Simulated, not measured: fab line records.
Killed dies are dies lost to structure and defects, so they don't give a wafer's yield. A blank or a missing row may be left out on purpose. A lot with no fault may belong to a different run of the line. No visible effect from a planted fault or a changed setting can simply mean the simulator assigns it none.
fab line records :: flow n5Finfet
record:
  lots: 13
  wafers: 35
  lastDay: 20
route steps=1938 shown FIN_CUT@175 STI_FIN_REVEAL@183 DUMMY_GATE@218 PASSIVATION@1936
lots that met no fault: taken from a fault-free run of the same line
startH: hours from the record's first day to the start of the lot's first wafer shown :: waitH: hours elapsed since this lot's preceding step :: " the same as in the row above :: L1.1+2: several wafers, shown together as one row :: - no value, or no start given :: * or withheld: withheld :: < > ~ a bound
route shown NAME@n: names a module that has steps shown in the file, with the first one's number in the route :: usual: the fault-free wafers' mean and standard deviation :: same: alike in all rows :: chamber/n: place in a boat :: sites: per-site readings :: _std_site: the values' standard deviation :: _edge_site: mean of outer sites minus mean of inner sites :: radiusMm: how far each site lies from the wafer's centre :: mask NAME#n: copy n :: behind: the last tool/chamber to shape the wafer :: hold: why the lot was held/for how many hours/how that ended :: device: names the non-switching transistor (n, p or np) :: end of line: the same wafers' tests at the end of the route :: step lacking rows: just its recipe :: killed: the dies lost at the first sort to structure and to defects; this is not the yield of the wafer :: map: shows each die of a wafer: x if killed, . if not, _ if none is there
set.NAME: the run value of the setting; set.NAME@STEP: its run value at that earlier step :: model.NAME: the simulator's own value behind a step, which no gauge read
one table for each step of the route and one row for each wafer, over a sample of lots
services: from which hour (startH, from the record's first day; less than 0 if before it) a tool's chamber was out of use, for how many hours, and why
== steps ==
step: N5_FIN_CUT_PRECLEAN_35
recipe:
  timeS: 13.3
  tempC: 45
  pressureTorr: 125
  pHfTorr: 3
  pCoreactantTorr: 25
  chemistry: vHF
usual:
  drypumpMotorCurrentA: 5.9/0.4
lot.wafer: L539.3
tool: vaporEtch-02
chamber: 1
startH: 28.22
waitH: 0.1
drypumpMotorCurrentA: 5.5

lot.wafer: L539.4
tool: vaporEtch-02
chamber: 0
startH: 28.22
waitH: 0.1
drypumpMotorCurrentA: 5.6

lot.wafer: L539.5
tool: vaporEtch-02
chamber: 1
startH: 28.22
waitH: 0.1
drypumpMotorCurrentA: 5.5

lot.wafer: L540.2
tool: vaporEtch-01
chamber: 0
startH: 34.39
waitH: 0.1
drypumpMotorCurrentA: 6.0

lot.wafer: L540.4
tool: vaporEtch-01
chamber: 1
startH: 34.39
waitH: 0.1
drypumpMotorCurrentA: 6.5

lot.wafer: L540.6
tool: vaporEtch-01
chamber: 1
startH: 34.39
waitH: 0.1
drypumpMotorCurrentA: 6.5

lot.wafer: L542.1
tool: vaporEtch-01
chamber: 0
startH: 46.79
waitH: 0.0
drypumpMotorCurrentA: 6.0

lot.wafer: L542.2
tool: vaporEtch-01
chamber: 1
startH: 46.79
waitH: 0.0
drypumpMotorCurrentA: 6.5

lot.wafer: L542.5
tool: vaporEtch-01
chamber: 0
startH: 46.79
waitH: 0.0
drypumpMotorCurrentA: 6.0

lot.wafer: L543.1
tool: vaporEtch-02
chamber: 0
startH: 53.82
waitH: 0.0
drypumpMotorCurrentA: 5.7

lot.wafer: L543.3
tool: vaporEtch-02
chamber: 0
startH: 53.82
waitH: 0.0
drypumpMotorCurrentA: 5.7

lot.wafer: L543.4
tool: vaporEtch-02
chamber: 1
startH: 53.82
waitH: 0.0
drypumpMotorCurrentA: 5.5

lot.wafer: L544.1
tool: vaporEtch-01
chamber: 1
startH: 57.00
waitH: 0.0
drypumpMotorCurrentA: 6.5

lot.wafer: L544.2
tool: vaporEtch-01
chamber: 0
startH: 57.00
waitH: 0.0
drypumpMotorCurrentA: 6.0

lot.wafer: L544.6
tool: vaporEtch-01
chamber: 1
startH: 57.00
waitH: 0.0
drypumpMotorCurrentA: 6.5

lot.wafer: L547.3
tool: vaporEtch-01
chamber: 0
startH: 75.49
waitH: 0.1
drypumpMotorCurrentA: 6.0

lot.wafer: L547.5
tool: vaporEtch-01
chamber: 0
startH: 75.49
waitH: 0.1
drypumpMotorCurrentA: 5.9

lot.wafer: L547.6
tool: vaporEtch-01
chamber: 1
startH: 75.49
waitH: 0.1
drypumpMotorCurrentA: 6.5

lot.wafer: L548.1
tool: vaporEtch-01
chamber: 1
startH: 82.06
waitH: 0.0
drypumpMotorCurrentA: 6.5

lot.wafer: L548.5
tool: vaporEtch-01
chamber: 0
startH: 82.06
waitH: 0.0
drypumpMotorCurrentA: 5.9

lot.wafer: L548.6
tool: vaporEtch-01
chamber: 1
startH: 82.06
waitH: 0.0
drypumpMotorCurrentA: 6.5

lot.wafer: L552.5
tool: vaporEtch-02
chamber: 0
startH: 106.27
waitH: 0.1
drypumpMotorCurrentA: 5.7

lot.wafer: L553.3
tool: vaporEtch-01
chamber: 0
startH: 111.30
waitH: 0.1
drypumpMotorCurrentA: 5.9

lot.wafer: L553.5
tool: vaporEtch-01
chamber: 1
startH: 111.30
waitH: 0.1
drypumpMotorCurrentA: 6.5

lot.wafer: L554.4
tool: vaporEtch-02
chamber: 1
startH: 117.58
waitH: 0.1
drypumpMotorCurrentA: 5.5

lot.wafer: L554.5
tool: vaporEtch-02
chamber: 0
startH: 117.58
waitH: 0.1
drypumpMotorCurrentA: 5.6

lot.wafer: L559.1
tool: vaporEtch-01
chamber: 1
startH: 163.21
waitH: 0.0
drypumpMotorCurrentA: 6.5

lot.wafer: L559.2
tool: vaporEtch-01
chamber: 0
startH: 163.21
waitH: 0.0
drypumpMotorCurrentA: 6.0

lot.wafer: L559.6
tool: vaporEtch-01
chamber: 0
startH: 163.21
waitH: 0.0
drypumpMotorCurrentA: 6.0

lot.wafer: L561.1
tool: vaporEtch-01
chamber: 0
startH: 165.09
waitH: 0.0
drypumpMotorCurrentA: 6.0

lot.wafer: L561.3
tool: vaporEtch-01
chamber: 0
startH: 165.09
waitH: 0.0
drypumpMotorCurrentA: 5.9

lot.wafer: L561.6
tool: vaporEtch-01
chamber: 1
startH: 165.09
waitH: 0.0
drypumpMotorCurrentA: 6.5

lot.wafer: L562.1
tool: vaporEtch-02
chamber: 1
startH: 168.23
waitH: 0.0
drypumpMotorCurrentA: 5.4

lot.wafer: L562.2
tool: vaporEtch-02
chamber: 0
startH: 168.23
waitH: 0.0
drypumpMotorCurrentA: 5.6

lot.wafer: L562.6
tool: vaporEtch-02
chamber: 0
startH: 168.23
waitH: 0.0
drypumpMotorCurrentA: 5.6
step: N5_STI_FIN_REVEAL_ALD_00
recipe:
  material: SiO2
  targetThkA: 10
  tempC: 300
  aldPrecursorFamily: BDEAS
  aldCoReactant: O2-plasma
  pulseTimeS: 1
  pressureTorr: 2
usual:
  heaterPowerW: 480/57
  precursorPulseHeightRel: 1.002/0.019
lot.wafer: L539.3
tool: aldSin-03
chamber: 0
startH: 28.76
waitH: 0.2
heaterPowerW: 437
precursorPulseHeightRel: 1.015

lot.wafer: L539.4
tool: aldSin-03
chamber: 1
startH: 28.76
waitH: 0.2
heaterPowerW: 486
precursorPulseHeightRel: 1.000

lot.wafer: L539.5
tool: aldSin-03
chamber: 1
startH: 28.76
waitH: 0.2
heaterPowerW: 511
precursorPulseHeightRel: 0.973

lot.wafer: L540.2
tool: aldSin-03
chamber: 1
startH: 34.80
waitH: 0.0
heaterPowerW: 497
precursorPulseHeightRel: 1.004

lot.wafer: L540.4
tool: aldSin-03
chamber: 2
startH: 34.80
waitH: 0.0
heaterPowerW: 572
precursorPulseHeightRel: 1.009

lot.wafer: L540.6
tool: aldSin-03
chamber: 0
startH: 34.80
waitH: 0.0
heaterPowerW: 430
precursorPulseHeightRel: 0.997

lot.wafer: L542.1
tool: aldSin-01
chamber: 1
startH: 47.40
waitH: 0.1
heaterPowerW: 413
precursorPulseHeightRel: 1.001

lot.wafer: L542.2
tool: aldSin-01
chamber: 2
startH: 47.40
waitH: 0.1
heaterPowerW: 489
precursorPulseHeightRel: 0.997

lot.wafer: L542.5
tool: aldSin-01
chamber: 3
startH: 47.40
waitH: 0.1
heaterPowerW: 470
precursorPulseHeightRel: 0.953

lot.wafer: L543.1
tool: aldSin-01
chamber: 0
startH: 54.22
waitH: 0.0
heaterPowerW: 502
precursorPulseHeightRel: 1.002

lot.wafer: L543.3
tool: aldSin-01
chamber: 2
startH: 54.22
waitH: 0.0
heaterPowerW: 483
precursorPulseHeightRel: 1.008

lot.wafer: L543.4
tool: aldSin-01
chamber: 1
startH: 54.22
waitH: 0.0
heaterPowerW: 414
precursorPulseHeightRel: 0.972

lot.wafer: L544.1
tool: aldSin-01
chamber: 3
startH: 57.54
waitH: 0.0
heaterPowerW: 469
precursorPulseHeightRel: 0.967

lot.wafer: L544.2
tool: aldSin-01
chamber: 2
startH: 57.54
waitH: 0.0
heaterPowerW: 474
precursorPulseHeightRel: 0.989

lot.wafer: L544.6
tool: aldSin-01
chamber: 0
startH: 57.54
waitH: 0.0
heaterPowerW: 502
precursorPulseHeightRel: 0.982

lot.wafer: L547.3
tool: aldSin-03
chamber: 2
startH: 75.87
waitH: 0.0
heaterPowerW: 585
precursorPulseHeightRel: 0.991

lot.wafer: L547.5
tool: aldSin-03
chamber: 1
startH: 75.87
waitH: 0.0
heaterPowerW: 508
precursorPulseHeightRel: 1.013

lot.wafer: L547.6
tool: aldSin-03
chamber: 0
startH: 75.87
waitH: 0.0
heaterPowerW: 443
precursorPulseHeightRel: 0.985

lot.wafer: L548.1
tool: aldSin-02
chamber: 3
startH: 82.48
waitH: 0.0
heaterPowerW: 429
precursorPulseHeightRel: 1.008

lot.wafer: L548.5
tool: aldSin-02
chamber: 3
startH: 82.48
waitH: 0.0
heaterPowerW: 423
precursorPulseHeightRel: 1.061

lot.wafer: L548.6
tool: aldSin-02
chamber: 2
startH: 82.48
waitH: 0.0
heaterPowerW: 365
precursorPulseHeightRel: 1.023

lot.wafer: L552.5
tool: aldSin-01
chamber: 1
startH: 106.97
waitH: 0.1
heaterPowerW: 422
precursorPulseHeightRel: 0.975

lot.wafer: L553.3
tool: aldSin-03
chamber: 3
startH: 111.68
waitH: 0.0
heaterPowerW: 489
precursorPulseHeightRel: 1.009

lot.wafer: L553.5
tool: aldSin-03
chamber: 3
startH: 111.68
waitH: 0.0
heaterPowerW: 491
precursorPulseHeightRel: 1.003

lot.wafer: L554.4
tool: aldSin-03
chamber: 1
startH: 118.00
waitH: 0.1
heaterPowerW: 503
precursorPulseHeightRel: 1.013

lot.wafer: L554.5
tool: aldSin-03
chamber: 0
startH: 118.00
waitH: 0.1
heaterPowerW: 433
precursorPulseHeightRel: 1.014

lot.wafer: L559.1
tool: aldSin-01
chamber: 0
startH: 163.63
waitH: 0.0
heaterPowerW: 508
precursorPulseHeightRel: 1.006

lot.wafer: L559.2
tool: aldSin-01
chamber: 3
startH: 163.63
waitH: 0.0
heaterPowerW: 478
precursorPulseHeightRel: 1.017

lot.wafer: L559.6
tool: aldSin-01
chamber: 0
startH: 163.63
waitH: 0.0
heaterPowerW: 500
precursorPulseHeightRel: 0.999

lot.wafer: L561.1
tool: aldSin-03
chamber: 3
startH: 165.56
waitH: 0.0
heaterPowerW: 488
precursorPulseHeightRel: 1.000

lot.wafer: L561.3
tool: aldSin-03
chamber: 1
startH: 165.56
waitH: 0.0
heaterPowerW: 518
precursorPulseHeightRel: 1.001

lot.wafer: L561.6
tool: aldSin-03
chamber: 3
startH: 165.56
waitH: 0.0
heaterPowerW: 488
precursorPulseHeightRel: 0.996

lot.wafer: L562.1
tool: aldSin-03
chamber: 1
startH: 168.63
waitH: 0.0
heaterPowerW: 496
precursorPulseHeightRel: 1.017

lot.wafer: L562.2
tool: aldSin-03
chamber: 3
startH: 168.63
waitH: 0.0
heaterPowerW: 485
precursorPulseHeightRel: 1.022

lot.wafer: L562.6
tool: aldSin-03
chamber: 2
startH: 168.63
waitH: 0.0
heaterPowerW: 573
precursorPulseHeightRel: 0.997
step: N5_STI_FIN_REVEAL_DENSIFY_30
recipe:
  tempC: *
  timeS: *
  ambient: N2
  idleTempC: 600
  rampUpCPerS: 150
  rampDownCPerS: 60
  coolToC: 600
usual:
  lampPowerPct: 11.53/0.052
  lamp_zone_2_pct: 11.528/0.02
  wafer_temp_C_max: *
lot.wafer: L539.3
tool: rtpAnneal-01
chamber: 0
startH: 34.34
waitH: 0.1
lampPowerPct: 11.46
lamp_zone_2_pct: 11.559
wafer_temp_C_max: *

lot.wafer: L539.4
tool: rtpAnneal-01
chamber: 0
startH: 34.34
waitH: 0.1
lampPowerPct: 11.51
lamp_zone_2_pct: 11.556
wafer_temp_C_max: *

lot.wafer: L539.5
tool: rtpAnneal-01
chamber: 0
startH: 34.34
waitH: 0.1
lampPowerPct: 11.53
lamp_zone_2_pct: 11.540
wafer_temp_C_max: *

lot.wafer: L540.2
tool: rtpAnneal-01
chamber: 0
startH: 40.84
waitH: 0.1
lampPowerPct: 11.44
lamp_zone_2_pct: 11.543
wafer_temp_C_max: *

lot.wafer: L540.4
tool: rtpAnneal-01
chamber: 0
startH: 40.84
waitH: 0.1
lampPowerPct: 11.66
lamp_zone_2_pct: 11.521
wafer_temp_C_max: *

lot.wafer: L540.6
tool: rtpAnneal-01
chamber: 0
startH: 40.84
waitH: 0.1
lampPowerPct: 11.50
lamp_zone_2_pct: 11.519
wafer_temp_C_max: *

lot.wafer: L542.1
tool: rtpAnneal-01
chamber: 0
startH: 54.03
waitH: 0.3
lampPowerPct: 11.61
lamp_zone_2_pct: 11.509
wafer_temp_C_max: *

lot.wafer: L542.2
tool: rtpAnneal-01
chamber: 0
startH: 54.03
waitH: 0.3
lampPowerPct: 11.47
lamp_zone_2_pct: 11.544
wafer_temp_C_max: *

lot.wafer: L542.5
tool: rtpAnneal-01
chamber: 0
startH: 54.03
waitH: 0.3
lampPowerPct: 11.62
lamp_zone_2_pct: 11.514
wafer_temp_C_max: *

lot.wafer: L543.1
tool: rtpAnneal-02
chamber: 0
startH: 59.83
waitH: 0.1
lampPowerPct: 11.47
lamp_zone_2_pct: 11.509
wafer_temp_C_max: *

lot.wafer: L543.3
tool: rtpAnneal-02
chamber: 0
startH: 59.83
waitH: 0.1
lampPowerPct: 11.55
lamp_zone_2_pct: 11.537
wafer_temp_C_max: *

lot.wafer: L543.4
tool: rtpAnneal-02
chamber: 0
startH: 59.83
waitH: 0.1
lampPowerPct: 11.48
lamp_zone_2_pct: 11.517
wafer_temp_C_max: *

lot.wafer: L544.1
tool: rtpAnneal-01
chamber: 0
startH: 63.55
waitH: 0.0
lampPowerPct: 11.54
lamp_zone_2_pct: 11.537
wafer_temp_C_max: *

lot.wafer: L544.2
tool: rtpAnneal-01
chamber: 0
startH: 63.55
waitH: 0.0
lampPowerPct: 11.46
lamp_zone_2_pct: 11.524
wafer_temp_C_max: *

lot.wafer: L544.6
tool: rtpAnneal-01
chamber: 0
startH: 63.55
waitH: 0.0
lampPowerPct: 11.61
lamp_zone_2_pct: 11.536
wafer_temp_C_max: *

lot.wafer: L547.3
tool: rtpAnneal-02
chamber: 0
startH: 81.34
waitH: 0.1
lampPowerPct: 11.58
lamp_zone_2_pct: 11.539
wafer_temp_C_max: *

lot.wafer: L547.5
tool: rtpAnneal-02
chamber: 0
startH: 81.34
waitH: 0.1
lampPowerPct: 11.48
lamp_zone_2_pct: 11.530
wafer_temp_C_max: *

lot.wafer: L547.6
tool: rtpAnneal-02
chamber: 0
startH: 81.34
waitH: 0.1
lampPowerPct: 11.49
lamp_zone_2_pct: 11.543
wafer_temp_C_max: *

lot.wafer: L548.1
tool: rtpAnneal-01
chamber: 0
startH: 87.89
waitH: 0.0
lampPowerPct: 11.53
lamp_zone_2_pct: 11.499
wafer_temp_C_max: *

lot.wafer: L548.5
tool: rtpAnneal-01
chamber: 0
startH: 87.89
waitH: 0.0
lampPowerPct: 11.58
lamp_zone_2_pct: 11.522
wafer_temp_C_max: *

lot.wafer: L548.6
tool: rtpAnneal-01
chamber: 0
startH: 87.89
waitH: 0.0
lampPowerPct: 11.48
lamp_zone_2_pct: 11.502
wafer_temp_C_max: *

lot.wafer: L552.5
tool: rtpAnneal-01
chamber: 0
startH: 113.09
waitH: 0.1
lampPowerPct: 11.61
lamp_zone_2_pct: 11.519
wafer_temp_C_max: *

lot.wafer: L553.3
tool: rtpAnneal-01
chamber: 0
startH: 117.33
waitH: 0.2
lampPowerPct: 11.59
lamp_zone_2_pct: 11.505
wafer_temp_C_max: *

lot.wafer: L553.5
tool: rtpAnneal-01
chamber: 0
startH: 117.33
waitH: 0.2
lampPowerPct: 11.59
lamp_zone_2_pct: 11.526
wafer_temp_C_max: *

lot.wafer: L554.4
tool: rtpAnneal-01
chamber: 0
startH: 123.50
waitH: 0.1
lampPowerPct: 11.57
lamp_zone_2_pct: 11.511
wafer_temp_C_max: *

lot.wafer: L554.5
tool: rtpAnneal-01
chamber: 0
startH: 123.50
waitH: 0.1
lampPowerPct: 11.56
lamp_zone_2_pct: 11.513
wafer_temp_C_max: *

lot.wafer: L559.1
tool: rtpAnneal-01
chamber: 0
startH: 169.67
waitH: 0.0
lampPowerPct: 11.48
lamp_zone_2_pct: 11.568
wafer_temp_C_max: *

lot.wafer: L559.2
tool: rtpAnneal-01
chamber: 0
startH: 169.67
waitH: 0.0
lampPowerPct: 11.47
lamp_zone_2_pct: 11.523
wafer_temp_C_max: *

lot.wafer: L559.6
tool: rtpAnneal-01
chamber: 0
startH: 169.67
waitH: 0.0
lampPowerPct: 11.49
lamp_zone_2_pct: 11.540
wafer_temp_C_max: *

lot.wafer: L561.1
tool: rtpAnneal-01
chamber: 0
startH: 171.57
waitH: 0.0
lampPowerPct: 11.53
lamp_zone_2_pct: 11.541
wafer_temp_C_max: *

lot.wafer: L561.3
tool: rtpAnneal-01
chamber: 0
startH: 171.57
waitH: 0.0
lampPowerPct: 11.52
lamp_zone_2_pct: 11.513
wafer_temp_C_max: *

lot.wafer: L561.6
tool: rtpAnneal-01
chamber: 0
startH: 171.57
waitH: 0.0
lampPowerPct: 11.54
lamp_zone_2_pct: 11.543
wafer_temp_C_max: *

lot.wafer: L562.1
tool: rtpAnneal-01
chamber: 0
startH: 174.06
waitH: 0.0
lampPowerPct: 11.62
lamp_zone_2_pct: 11.518
wafer_temp_C_max: *

lot.wafer: L562.2
tool: rtpAnneal-01
chamber: 0
startH: 174.06
waitH: 0.0
lampPowerPct: 11.53
lamp_zone_2_pct: 11.556
wafer_temp_C_max: *

lot.wafer: L562.6
tool: rtpAnneal-01
chamber: 0
startH: 174.06
waitH: 0.0
lampPowerPct: 11.52
lamp_zone_2_pct: 11.540
wafer_temp_C_max: *
step: N5_DUMMY_GATE_CMP_04
recipe:
  material: a-Si
  postCmpClean: alkalineBrush
usual:
  motorCurrentA: 10.2/1.1
  timeToEndpointS: 13.5/2.1
lot.wafer: L539.3
tool: cmp-04
chamber: 0
startH: 42.31
waitH: 0.0
motorCurrentA: 10.6
timeToEndpointS: 14.8

lot.wafer: L539.4
tool: cmp-04
chamber: 2
startH: 42.31
waitH: 0.0
motorCurrentA: 9.3
timeToEndpointS: 13.1

lot.wafer: L539.5
tool: cmp-04
chamber: 0
startH: 42.31
waitH: 0.0
motorCurrentA: 10.8
timeToEndpointS: 16.8

lot.wafer: L540.4
tool: cmp-01
chamber: 0
startH: 50.26
waitH: 0.1
motorCurrentA: 8.8
timeToEndpointS: 13.9

lot.wafer: L540.2
tool: cmp-01
chamber: 2
startH: 50.26
waitH: 0.1
motorCurrentA: 10.9
timeToEndpointS: 14.3

lot.wafer: L540.6
tool: cmp-01
chamber: 3
startH: 50.26
waitH: 0.1
motorCurrentA: 9.8
timeToEndpointS: 16.0

lot.wafer: L542.2
tool: cmp-02
chamber: 2
startH: 62.28
waitH: 0.1
motorCurrentA: 11.9
timeToEndpointS: 14.4

lot.wafer: L542.1
tool: cmp-02
chamber: 3
startH: 62.28
waitH: 0.1
motorCurrentA: 9.5
timeToEndpointS: 12.6

lot.wafer: L542.5
tool: cmp-02
chamber: 1
startH: 62.28
waitH: 0.1
motorCurrentA: 8.9
timeToEndpointS: 16.0

lot.wafer: L543.4
tool: cmp-04
chamber: 3
startH: 67.05
waitH: 0.0
motorCurrentA: 10.2
timeToEndpointS: 14.0

lot.wafer: L543.1
tool: cmp-04
chamber: 0
startH: 67.05
waitH: 0.0
motorCurrentA: 10.9
timeToEndpointS: 13.8

lot.wafer: L543.3
tool: cmp-04
chamber: 2
startH: 67.05
waitH: 0.0
motorCurrentA: 9.3
timeToEndpointS: 15.2

lot.wafer: L544.2
tool: cmp-04
chamber: 3
startH: 70.76
waitH: 0.0
motorCurrentA: 9.5
timeToEndpointS: 13.5

lot.wafer: L544.1
tool: cmp-04
chamber: 1
startH: 70.76
waitH: 0.0
motorCurrentA: 10.9
timeToEndpointS: 13.0

lot.wafer: L544.6
tool: cmp-04
chamber: 3
startH: 70.76
waitH: 0.0
motorCurrentA: 9.9
timeToEndpointS: 13.3

lot.wafer: L547.3
tool: cmp-01
chamber: 1
startH: 88.57
waitH: 0.0
motorCurrentA: 10.2
timeToEndpointS: 14.3

lot.wafer: L547.5
tool: cmp-01
chamber: 1
startH: 88.57
waitH: 0.0
motorCurrentA: 9.6
timeToEndpointS: 14.2

lot.wafer: L547.6
tool: cmp-01
chamber: 2
startH: 88.57
waitH: 0.0
motorCurrentA: 10.6
timeToEndpointS: 14.2

lot.wafer: L548.1
tool: cmp-02
chamber: 0
startH: 95.07
waitH: 0.0
motorCurrentA: 12.7
timeToEndpointS: 14.6

lot.wafer: L548.6
tool: cmp-02
chamber: 0
startH: 95.07
waitH: 0.0
motorCurrentA: 12.5
timeToEndpointS: 12.2

lot.wafer: L548.5
tool: cmp-02
chamber: 1
startH: 95.07
waitH: 0.0
motorCurrentA: 8.8
timeToEndpointS: 13.1

lot.wafer: L552.5
tool: cmp-04
chamber: 3
startH: 121.91
waitH: 0.1
motorCurrentA: 10.2
timeToEndpointS: 10.3

lot.wafer: L553.3
tool: cmp-04
chamber: 2
startH: 125.14
waitH: 0.0
motorCurrentA: 9.1
timeToEndpointS: 4.9

lot.wafer: L553.5
tool: cmp-04
chamber: 2
startH: 125.14
waitH: 0.0
motorCurrentA: 9.2
timeToEndpointS: 12.1

lot.wafer: L554.4
tool: cmp-04
chamber: 1
startH: 131.05
waitH: 0.1
motorCurrentA: 10.4
timeToEndpointS: 12.8

lot.wafer: L554.5
tool: cmp-04
chamber: 0
startH: 131.05
waitH: 0.1
motorCurrentA: 10.2
timeToEndpointS: 17.5

lot.wafer: L559.2
tool: cmp-01
chamber: 2
startH: 178.68
waitH: 0.0
motorCurrentA: 10.9
timeToEndpointS: 11.4

lot.wafer: L559.1
tool: cmp-01
chamber: 0
startH: 178.68
waitH: 0.0
motorCurrentA: 8.8
timeToEndpointS: 12.5

lot.wafer: L559.6
tool: cmp-01
chamber: 3
startH: 178.68
waitH: 0.0
motorCurrentA: 10.2
timeToEndpointS: 14.4

lot.wafer: L562.1
tool: cmp-01
chamber: 1
startH: 182.14
waitH: 0.0
motorCurrentA: 10.0
timeToEndpointS: 10.9

lot.wafer: L562.2
tool: cmp-01
chamber: 0
startH: 182.14
waitH: 0.0
motorCurrentA: 9.0
timeToEndpointS: 11.5

lot.wafer: L562.6
tool: cmp-01
chamber: 2
startH: 182.14
waitH: 0.0
motorCurrentA: 10.3
timeToEndpointS: 8.4

lot.wafer: L561.1
tool: cmp-01
chamber: 0
startH: 182.32
waitH: 0.2
motorCurrentA: 9.1
timeToEndpointS: 12.3

lot.wafer: L561.3
tool: cmp-01
chamber: 1
startH: 182.32
waitH: 0.2
motorCurrentA: 10.1
timeToEndpointS: 11.4

lot.wafer: L561.6
tool: cmp-01
chamber: 0
startH: 182.32
waitH: 0.2
motorCurrentA: 8.9
timeToEndpointS: 13.7
step: N5_PASSIVATION_PROBE_49
usual:
  killed_at_M0_to_M3: 37/12
  killed_at_M4_up: 15/5.6
  killedAtContacts: 13/6.9
  killedAtFrontEnd: 40/11
  killedAtOther: 4/3.2
  killedDies: 109/20
  killedOpen: 73/15
  killedShort: 35/8.3
same:
  grossDies: 1180
  killedAtBackSide: 0
lot.wafer: L552.5
tool: prober-02
chamber: -
startH: 427.05
waitH: 0.2
killed_at_M0_to_M3: 36
killed_at_M4_up: 18
killedAtContacts: 29
killedAtFrontEnd: 38
killedAtOther: 0
killedDies: 121
killedOpen: 95
killedShort: 24

lot.wafer: L544.1
tool: prober-01
chamber: -
startH: 466.97
waitH: 0.0
killed_at_M0_to_M3: 39
killed_at_M4_up: 8
killedAtContacts: 7
killedAtFrontEnd: 24
killedAtOther: 1
killedDies: 79
killedOpen: 52
killedShort: 24

lot.wafer: L544.2
tool: prober-01
chamber: -
startH: 467.02
waitH: 0.1
killed_at_M0_to_M3: 48
killed_at_M4_up: 17
killedAtContacts: 4
killedAtFrontEnd: 28
killedAtOther: 1
killedDies: 98
killedOpen: 60
killedShort: 35

lot.wafer: L544.6
tool: prober-01
chamber: -
startH: 467.22
waitH: 0.3
killed_at_M0_to_M3: 28
killed_at_M4_up: 17
killedAtContacts: 4
killedAtFrontEnd: 34
killedAtOther: 4
killedDies: 87
killedOpen: 50
killedShort: 35
killed by level:class
L552.5 MOL_CONTACT_COAG:geometricParticle:open=25 BEOL_M2:geometricParticle:open=12 STI_FIN_REVEAL:geometricParticle:open=10 BEOL_M0_SAQP:geometricParticle:open=7 GATE_CUT:geometricParticle:short=6 BEOL_M1:geometricParticle:open=6 BEOL_M4:geometricParticle:open=6 FIN_SAQP:geometricParticle:open=5
L544.1 BEOL_M2:geometricParticle:open=15 BEOL_M0_SAQP:geometricParticle:open=8 MOL_CONTACT_COAG:geometricParticle:open=4 BEOL_M0_SAQP:geometricParticle:short=4 BEOL_M3:geometricParticle:open=4 STARTING-WAFER:geometricParticle:open=4 STARTING-WAFER:geometricParticle:short=4 BEOL_M0:geometricParticle:open=3
L544.2 BEOL_M0_SAQP:geometricParticle:short=9 BEOL_M3:geometricParticle:open=9 DUMMY_GATE:geometricParticle:open=8 BEOL_M2:geometricParticle:open=8 GATE_CUT:geometricParticle:short=7 BEOL_M0_SAQP:geometricParticle:open=6 BEOL_M1:geometricParticle:open=6 BEOL_M2:geometricParticle:short=5
L544.6 BEOL_M2:geometricParticle:open=11 GATE_CUT:geometricParticle:short=9 BEOL_M0_SAQP:geometricParticle:short=7 DUMMY_GATE:geometricParticle:open=6 MOL_CONTACT_COAG:geometricParticle:open=4 BEOL_M1:geometricParticle:open=4 BEOL_M4:geometricParticle:open=4 BEOL_M4:geometricParticle:short=4
== services ==
tool: cmp-01
chamber: -
startH: 10.17
hours: 15.0
kind: pm

tool: aldSin-01
chamber: 0
startH: 20.47
hours: 6.9
kind: repair

tool: aldSin-03
chamber: 2
startH: 23.95
hours: 5.2
kind: repair

tool: aldSin-03
chamber: 3
startH: 24.66
hours: 15.3
kind: repair

tool: cmp-04
chamber: -
startH: 27.61
hours: 10.2
kind: pm

tool: cmp-01
chamber: -
startH: 42.78
hours: 4.0
kind: pm

tool: cmp-04
chamber: -
startH: 48.02
hours: 4.8
kind: pm

tool: cmp-01
chamber: -
startH: 52.97
hours: 7.4
kind: pm

tool: aldSin-03
chamber: 1
startH: 54.80
hours: 2.8
kind: repair

tool: aldSin-03
chamber: 0
startH: 58.77
hours: 9.0
kind: repair

tool: cmp-01
chamber: -
startH: 61.10
hours: 4.2
kind: repair

tool: aldSin-01
chamber: 3
startH: 69.84
hours: 2.9
kind: repair

tool: cmp-01
chamber: -
startH: 73.26
hours: 3.4
kind: repair

tool: cmp-02
chamber: -
startH: 75.15
hours: 0.4
kind: repair

tool: cmp-01
chamber: -
startH: 84.22
hours: 0.6
kind: repair

tool: cmp-01
chamber: -
startH: 95.81
hours: 1.8
kind: repair

tool: aldSin-01
chamber: -
startH: 102.83
hours: 2.8
kind: pm

tool: aldSin-03
chamber: -
startH: 114.15
hours: 3.6
kind: repair

tool: aldSin-01
chamber: -
startH: 119.33
hours: 4.3
kind: pm

tool: aldSin-03
chamber: 2
startH: 127.32
hours: 6.2
kind: repair

tool: cmp-04
chamber: -
startH: 128.60
hours: 1.1
kind: repair

tool: aldSin-03
chamber: -
startH: 138.77
hours: 1.3
kind: repair

tool: aldSin-01
chamber: -
startH: 143.33
hours: 14.6
kind: pm

tool: aldSin-03
chamber: -
startH: 176.96
hours: 14.0
kind: pm
== key ==
firstSign:
  step: N5_DUMMY_GATE_CMP_04
  reading: timeToEndpointS
  direction: down
  sigmas: 4.2
  usual: *
  struck: *
effect none on later readings
metAt N5_DUMMY_GATE_CMP_04
struckLots L553
struckWafers L553.3
testerLeftOut L553
notActingAt N5_FIN_CUT_PRECLEAN_35,N5_STI_FIN_REVEAL_ALD_00,N5_STI_FIN_REVEAL_DENSIFY_30
onsetBetween 70.76 125.14
fault:
  kind: processParameterDrift
  tool: cmp-04
  chamber: -
  onsetH: 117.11
  steps: N5_DUMMY_GATE_CMP_04
  channel: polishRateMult
  offset: 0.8
  shape: step
  endH: 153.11
  scope: struckWafersOnly
testerLeftOut: of these lots the tester's yield and bins aren't shown, on N5 and GAA mostly nor the transistor test; their killed dies are dies lost to structure and defects alone, not to doping, threshold or leakage, so they don't give the yield
